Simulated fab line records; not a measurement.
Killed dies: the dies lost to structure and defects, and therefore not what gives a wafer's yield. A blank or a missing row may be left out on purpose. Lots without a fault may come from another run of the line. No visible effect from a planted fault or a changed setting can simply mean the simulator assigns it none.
Which tool did it? / flow n5Finfet / 9 lots, 25 wafers sampled, at 4 steps of a route of 1938

== WHAT EACH GAUGE READ, for each wafer ==
N5_SPACER0_INSPECT_04: inspects for defects (darkfield).
lot=L292; measured=day 3 07:26; on=defectInspect-01; rawDefectCount=213 161 212
lot=L293; measured=day 3 14:25; on=defectInspect-02; rawDefectCount=119 143
lot=L295; measured=day 4 00:17; on=defectInspect-01; rawDefectCount=86 93
lot=L297; measured=day 4 12:04; on=defectInspect-02; rawDefectCount=120 141 101
lot=L306; measured=day 6 20:19; on=defectInspect-02; rawDefectCount=588 577 563
lot=L308; measured=day 7 05:05; on=defectInspect-01; rawDefectCount=526 564 564
lot=L311; measured=day 8 00:10; on=defectInspect-01; rawDefectCount=157 155 138
lot=L312; measured=day 8 06:09; on=defectInspect-02; rawDefectCount=127 146 110
lot=L314; measured=day 8 19:38; on=defectInspect-02; rawDefectCount=136 198 144

== TOOL THAT RAN EACH LOT (tool first, then ch and the chambers of the sampled wafers, then the start) ==
lot=L292; N5_DUMMY_GATE_ETCH_37=rieDiel-06 ch 0,1,3, day 3 05:44; N5_DUMMY_GATE_ETCH_42=rieDiel-05 ch 1,3, day 3 06:32; N5_DUMMY_GATE_PRECLEAN_25=wetBench-04 ch 1,6,7, day 3 06:40
lot=L293; N5_DUMMY_GATE_ETCH_37=rieDiel-05 ch 1, day 3 12:40; N5_DUMMY_GATE_ETCH_42=rieDiel-06 ch 1,3, day 3 13:34; N5_DUMMY_GATE_PRECLEAN_25=wetBench-05 ch 0,3, day 3 13:43
lot=L295; N5_DUMMY_GATE_ETCH_37=rieDiel-02 ch 1,2, day 3 22:07; N5_DUMMY_GATE_ETCH_42=rieDiel-06 ch 2,3, day 3 22:55; N5_DUMMY_GATE_PRECLEAN_25=wetBench-01 ch 1,2, day 3 23:03
lot=L297; N5_DUMMY_GATE_ETCH_37=rieDiel-05 ch 0,1, day 4 10:01; N5_DUMMY_GATE_ETCH_42=rieDiel-06 ch 1,2, day 4 10:52; N5_DUMMY_GATE_PRECLEAN_25=wetBench-05 ch 0,1,3, day 4 11:00
lot=L306; N5_DUMMY_GATE_ETCH_37=rieDiel-05 ch 0,2,3, day 6 18:34; N5_DUMMY_GATE_ETCH_42=rieDiel-05 ch 0,1,2, day 6 19:28; N5_DUMMY_GATE_PRECLEAN_25=wetBench-05 ch 1,2,5, day 6 19:37
lot=L308; N5_DUMMY_GATE_ETCH_37=rieDiel-05 ch 0,2,3, day 7 03:28; N5_DUMMY_GATE_ETCH_42=rieDiel-06 ch 0,2,3, day 7 04:14; N5_DUMMY_GATE_PRECLEAN_25=wetBench-05 ch 0,1,4, day 7 04:22
lot=L311; N5_DUMMY_GATE_ETCH_37=rieDiel-05 ch 0,1,2, day 7 22:22; N5_DUMMY_GATE_ETCH_42=rieDiel-02 ch 0,1,2, day 7 23:08; N5_DUMMY_GATE_PRECLEAN_25=wetBench-04 ch 1,4,5, day 7 23:16
lot=L312; N5_DUMMY_GATE_ETCH_37=rieDiel-02 ch 1,2, day 8 04:27; N5_DUMMY_GATE_ETCH_42=rieDiel-06 ch 1,2,3, day 8 05:19; N5_DUMMY_GATE_PRECLEAN_25=wetBench-04 ch 0,4,6, day 8 05:26
lot=L314; N5_DUMMY_GATE_ETCH_37=rieDiel-05 ch 0,2,3, day 8 17:04; N5_DUMMY_GATE_ETCH_42=rieDiel-06 ch 0,1,2, day 8 18:07; N5_DUMMY_GATE_PRECLEAN_25=wetBench-01 ch 0,5,6, day 8 18:15
- N5_DUMMY_GATE_ETCH_37: etches SOC in N2/H2, target depth 60 nm, overetch 30 nm.
- N5_DUMMY_GATE_ETCH_42: etches SiO2 in CHF3/O2, target depth 3.5 nm, time 31 s.
- N5_DUMMY_GATE_PRECLEAN_25: cleans in O3/DIW, time 45 s.

== THE ANSWER, worked out from the rows above alone ==
Rule: what is usual is taken from the lots themselves. Put in order of their means at a reading, lots are off if they are a third of the lots or fewer, leave a main group of 4 or more, and stand apart from it by a gap of 3 or more times the standard deviation of the main group's means; of several such gaps the widest counts. If all means in a main group match to the digits the tables above print for the reading, that group is not used. Also off: a lot with no number at a reading for which 4 or more lots have one. Any other lot the step has rows for is counted as sound.
Off at N5_SPACER0_INSPECT_04 (rawDefectCount): L306, L308. The main group has a mean of 139 with a standard deviation of 31.
A tool fits if, at a process step before that reading, it ran every lot that is off, and no sound lot after the first of them. Those tools and the gauges at N5_SPACER0_INSPECT_04 are tried in the same way. One fits: N5_DUMMY_GATE_PRECLEAN_25 on wetBench-05. Its last sound lot is L297 (day 4 11:00), its first lot that is off L306 (day 6 19:37): a fault that began between those two fits.

== WHAT HAD BEEN PUT IN BY THE SIMULATOR ==
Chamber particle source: wetBench-05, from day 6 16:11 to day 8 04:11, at N5_DUMMY_GATE_PRECLEAN_25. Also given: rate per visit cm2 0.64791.
Shown lots that were struck: L306, L308. The rule given above showed the same thing.
